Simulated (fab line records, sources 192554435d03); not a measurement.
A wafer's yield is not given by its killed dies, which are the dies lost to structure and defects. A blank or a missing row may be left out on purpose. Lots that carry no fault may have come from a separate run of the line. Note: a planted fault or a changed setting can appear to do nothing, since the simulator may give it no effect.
What tool caused it? | flow n5-finfet | Sampling: 11 lots, 30 wafers, 5 of 1938 route steps

== WHAT THE GAUGES READ, wafer by wafer ==
Not one reading of a measure or inspect step in the record can be checked against a usual standard deviation.

== EACH LOT AND THE TOOL THAT RAN IT (in order: tool; ch and the chambers of the sampled wafers; start) ==
lot  | N5_BEOL_M7_ETCH_66                 | N5_BEOL_M7_ETCH_41                            | N5_BEOL_M7_DEGAS_44          | N5_BEOL_M7_CMP_52             | N5_PASSIVATION_PROBE_49
L347 | rie-diel-05 ch 0,3, day 10 05:45   | rie-diel-05 ch 0,3, day 10 06:38 or earlier   | pvd-sputter-03, day 10 06:38 | cmp-04 ch 1,2,3, day 10 07:48 | -
L354 | rie-diel-03 ch 2, day 11 23:42     | rie-diel-03 ch 2, day 12 02:14 or earlier     | pvd-sputter-01, day 12 02:14 | cmp-02 ch 3, day 12 03:23     | -
L355 | rie-diel-03 ch 0,2, day 12 05:32   | rie-diel-03 ch 0,2, day 12 06:27 or earlier   | pvd-sputter-02, day 12 06:27 | cmp-02 ch 0, day 12 07:53     | -
L356 | rie-diel-06 ch 2, day 12 05:50     | rie-diel-06 ch 2, day 12 07:44 or earlier     | pvd-sputter-01, day 12 07:44 | cmp-02 ch 2,3, day 12 08:56   | -
L357 | rie-diel-06 ch 0,1,2, day 13 04:07 | rie-diel-06 ch 0,1,2, day 13 05:14 or earlier | pvd-sputter-03, day 13 05:14 | cmp-03 ch 0,1, day 13 07:43   | prober-02, day 16 00:54
L360 | rie-diel-03 ch 0,1,3, day 13 12:11 | rie-diel-03 ch 0,1,3, day 13 14:25 or earlier | pvd-sputter-03, day 13 14:25 | cmp-04 ch 1,2,3, day 13 15:35 | -
L361 | rie-diel-03 ch 0,1,2, day 13 13:35 | rie-diel-03 ch 0,1,2, day 13 14:55 or earlier | pvd-sputter-03, day 13 14:55 | cmp-04 ch 0,2,3, day 13 16:04 | prober-02, day 16 16:14
L363 | rie-diel-05 ch 0,1, day 14 00:08   | rie-diel-05 ch 0,1, day 14 01:09 or earlier   | pvd-sputter-01, day 14 01:09 | cmp-04 ch 0,1, day 14 02:17   | prober-01, day 17 08:12
L362 | rie-diel-03 ch 1,2,3, day 14 00:19 | rie-diel-03 ch 1,2,3, day 14 01:37 or earlier | pvd-sputter-03, day 14 01:37 | cmp-03 ch 0,3, day 14 03:05   | prober-01, day 17 14:16
L365 | rie-diel-05 ch 1,2, day 14 18:37   | rie-diel-05 ch 1,2, day 14 19:29 or earlier   | pvd-sputter-01, day 14 19:29 | cmp-03 ch 0,1, day 14 21:58   | -
L368 | rie-diel-05 ch 1,2,3, day 17 01:55 | rie-diel-05 ch 1,2,3, day 17 02:49 or earlier | pvd-sputter-03, day 17 02:49 | cmp-02 ch 0,1,2, day 17 05:36 | -
- N5_BEOL_M7_ETCH_66: etches SOC in N2/H2, target depth 80 nm, overetch 16 nm, time 120 s.
- N5_BEOL_M7_ETCH_41: etches SiCN in CH3F/O2, target depth 31.9 nm, time 57.8 s.
- N5_BEOL_M7_DEGAS_44: time 60 s.
- N5_BEOL_M7_CMP_52: polishes, stops on SiCOH lowk, t overpolish 6.9 s, target thk 80 nm.
- N5_PASSIVATION_PROBE_49

== WHAT THE TOOLS THEMSELVES READ (means of the sampled wafers that have a number; where no wafer has one, the mark that the record gives instead) ==
N5_BEOL_M7_ETCH_66. Usual: bias-w 150.0 W, standard deviation 0.43; drypump-motor-current-A 5.7 A, standard deviation 0.47; oes-product-au 0.59 a.u., standard deviation 0.044; rf-vpp-V 523.3 V, standard deviation 2.3; showerhead-plenum-p-Torr 2.52 Torr, standard deviation 0.084; temp-c 40.00 C, standard deviation 0.11; throttle-valve-pct 17.76 %, standard deviation 0.22.
lot  | tool        | bias-w (W) | drypump-motor-current-A (A) | oes-product-au (a.u.) | rf-vpp-V (V) | showerhead-plenum-p-Torr (Torr) | temp-c (C) | throttle-valve-pct (%) | flag
L347 | rie-diel-05 | 149.8      | 5.8                         | 0.56                  | 523.4        | 2.52                            | 40.13      | 17.94                  |
L354 | rie-diel-03 | 149.9      | 6.2                         | 0.56                  | 520.4        | 2.42                            | 40.03      | 17.52                  |
L355 | rie-diel-03 | 149.8      | 5.8                         | 0.56                  | 522.5        | 2.47                            | 39.93      | 17.61                  |
L356 | rie-diel-06 | 149.8      | 6.0                         | 0.57                  | 524.3        | 2.56                            | 40.03      | 18.14                  |
L357 | rie-diel-06 | 149.6      | 5.8                         | 0.57                  | 523.4        | 2.51                            | 40.09      | 17.99                  |
L360 | rie-diel-03 | 150.1      | 5.3                         | 0.59                  | 523.6        | 2.55                            | 39.91      | 17.67                  |
L361 | rie-diel-03 | 150.0      | 5.7                         | 0.58                  | 522.0        | 2.47                            | 39.98      | 17.56                  |
L363 | rie-diel-05 | 149.9      | 6.2                         | 0.61                  | 522.5        | 2.49                            | 39.99      | 17.76                  |
L362 | rie-diel-03 | 149.9      | 5.5                         | 0.59                  | 523.7        | 2.51                            | 40.08      | 17.61                  |
L365 | rie-diel-05 | 150.3      | 5.4                         | 0.63                  | 523.8        | 2.54                            | 39.86      | 17.62                  |
L368 | rie-diel-05 | 150.4      | 5.8                         | 0.59                  | 522.7        | 2.52                            | 40.06      | 17.76                  |

N5_BEOL_M7_ETCH_41. Usual: bias-w 74.99 W, standard deviation 0.23; drypump-motor-current-A 5.7 A, standard deviation 0.47; oes-product-au 0.77 a.u., standard deviation 0.061; rf-vpp-V 297.0 V, standard deviation 1.7; showerhead-plenum-p-Torr 1.99 Torr, standard deviation 0.068; throttle-valve-pct 16.28 %, standard deviation 0.15.
lot  | tool        | bias-w (W) | drypump-motor-current-A (A) | oes-product-au (a.u.) | rf-vpp-V (V) | showerhead-plenum-p-Torr (Torr) | throttle-valve-pct (%) | flag
L347 | rie-diel-05 | 74.86      | 5.8                         | 0.71                  | 296.9        | 1.98                            | 16.41                  |
L354 | rie-diel-03 | 74.98      | 6.1                         | 0.73                  | 295.1        | 1.91                            | 16.10                  |
L355 | rie-diel-03 | 75.22      | 5.8                         | 0.73                  | 296.1        | 1.94                            | 16.14                  |
L356 | rie-diel-06 | 75.22      | 6.0                         | 0.76                  | 298.6        | 2.01                            | 16.56                  |
L357 | rie-diel-06 | 75.16      | 5.8                         | 0.75                  | 296.8        | 1.97                            | 16.38                  |
L360 | rie-diel-03 | 75.37      | 5.3                         | 0.77                  | 297.6        | 2.01                            | 16.24                  |
L361 | rie-diel-03 | 74.99      | 5.6                         | 0.76                  | 296.1        | 1.94                            | 16.16                  |
L363 | rie-diel-05 | 74.96      | 6.2                         | 0.79                  | 296.2        | 1.95                            | 16.26                  |
L362 | rie-diel-03 | 74.97      | 5.5                         | 0.77                  | 296.2        | 1.98                            | 16.22                  |
L365 | rie-diel-05 | 75.07      | 5.4                         | 0.83                  | 296.8        | 2.00                            | 16.24                  |
L368 | rie-diel-05 | 75.11      | 5.8                         | 0.77                  | 297.1        | 1.99                            | 16.29                  |

N5_BEOL_M7_DEGAS_44. Usual: heater-power-w 342 W, standard deviation 33.
lot  | tool           | heater-power-w (W) | flag
L347 | pvd-sputter-03 | 311                |
L354 | pvd-sputter-01 | 360                |
L355 | pvd-sputter-02 | 295                |
L356 | pvd-sputter-01 | 376                |
L357 | pvd-sputter-03 | 316                |
L360 | pvd-sputter-03 | 335                |
L361 | pvd-sputter-03 | 341                |
L363 | pvd-sputter-01 | 345                |
L362 | pvd-sputter-03 | 314                |
L365 | pvd-sputter-01 | 356                |
L368 | pvd-sputter-03 | 339                |

N5_BEOL_M7_CMP_52. Usual: barrier-field-endpoint-s 28.8 s, standard deviation 0.7; motor-current-A 6.1 A, standard deviation 0.44; overpolish-run-s 6.900 s, standard deviation 0.0094; pad-life-wafers 1050, standard deviation 520; time-to-endpoint-s 62.0 s, standard deviation 2.6.
lot  | tool   | barrier-field-endpoint-s (s) | motor-current-A (A) | overpolish-run-s (s) | pad-life-wafers | time-to-endpoint-s (s) | flag
L347 | cmp-04 | 28.8                         | 6.0                 | 6.905                | 656             | 63.2                   |
L354 | cmp-02 | 21.8                         | 5.8                 | 6.888                | 475             | 47.6                   | OFF
L355 | cmp-02 | 21.6                         | 5.8                 | 6.905                | 516             | 45.2                   | OFF
L356 | cmp-02 | 22.8                         | 6.0                 | 6.909                | 529             | 47.8                   | OFF
L357 | cmp-03 | 29.1                         | 6.1                 | 6.893                | 1334            | 63.9                   |
L360 | cmp-04 | 28.9                         | 5.9                 | 6.905                | 1525            | 62.6                   |
L361 | cmp-04 | 28.7                         | 6.4                 | 6.910                | 1531            | 62.2                   |
L363 | cmp-04 | 28.7                         | 6.8                 | 6.895                | 1620            | 61.7                   |
L362 | cmp-03 | 28.8                         | 6.2                 | 6.898                | 1500            | 63.3                   |
L365 | cmp-03 | 29.1                         | 5.7                 | 6.900                | 1693            | 62.6                   |
L368 | cmp-02 | 28.2                         | 5.9                 | 6.896                | 1310            | 60.4                   |

N5_PASSIVATION_PROBE_49. Usual: defect-limited-yield 91.1 %, standard deviation 1.4; killed_at_M0_to_M3 32, standard deviation 9.3; killed_at_M4_up 13, standard deviation 5.8; killed-at-contacts 12, standard deviation 6.3; killed-at-front-end 44, standard deviation 12; killed-at-other 3.6, standard deviation 2.7; killed-dies 104, standard deviation 17; killed-open 69, standard deviation 13; killed-short 34, standard deviation 6.9; sort_bin_5_function 5.2 %, standard deviation 0.98; sort_bin_6_memory 3.3 %, standard deviation 0.59; sort-n-pass 1075, standard deviation 17; sort-yield-pct 91.1 %, standard deviation 1.4.
lot  | tool      | defect-limited-yield (%) | killed_at_M0_to_M3 | killed_at_M4_up | killed-at-contacts | killed-at-front-end | killed-at-other | killed-dies | killed-open | killed-short | sort_bin_5_function (%) | sort_bin_6_memory (%) | sort-n-pass | sort-yield-pct (%) | flag
L357 | prober-02 | 91.4                     | 33                 | 21              | 7                  | 39                  | 0.7             | 101         | 63          | 37           | 5.2                     | 3.2                   | 1079        | 91.4               |
L361 | prober-02 | 89.3                     | 36                 | 9               | 12                 | 65                  | 4.3             | 126         | 87          | 37           | 6.2                     | 3.8                   | 1054        | 89.3               |
L363 | prober-01 | 90.8                     | 34                 | 14              | 16                 | 40                  | 4.3             | 108         | 75          | 33           | 5.5                     | 3.5                   | 1072        | 90.8               |
L362 | prober-01 | 91.3                     | 30                 | 9               | 17                 | 45                  | 1.7             | 103         | 70          | 33           | 5.0                     | 3.4                   | 1077        | 91.3               |

== THE ANSWER, worked out from the rows above alone ==
Rule: a lot is off if the mean of its wafers that have a number lies more than 3 standard deviations from the usual mean. Also off: a lot with no number at a reading for which 4 or more lots have one. All remaining lots with rows at the step are treated as sound. First the gauges in route order, then the tools' own readings, where a lot's mean is used as printed above. At the first step where some lot is off, the reading lying furthest off is the one used; lots without a number count as furthest.
Off: L354, L355, L356, at N5_BEOL_M7_CMP_52 (barrier-field-endpoint-s).
If a tool, at that step or one of the process steps before it, ran each lot that is off and ran no sound lot following the first of them, it fits. With no start given for some of its lots, N5_BEOL_M7_ETCH_41 uses the hours and lot order of N5_BEOL_M7_DEGAS_44. Of those tried, none fits.

== WHAT THE SIMULATOR PUT IN ==
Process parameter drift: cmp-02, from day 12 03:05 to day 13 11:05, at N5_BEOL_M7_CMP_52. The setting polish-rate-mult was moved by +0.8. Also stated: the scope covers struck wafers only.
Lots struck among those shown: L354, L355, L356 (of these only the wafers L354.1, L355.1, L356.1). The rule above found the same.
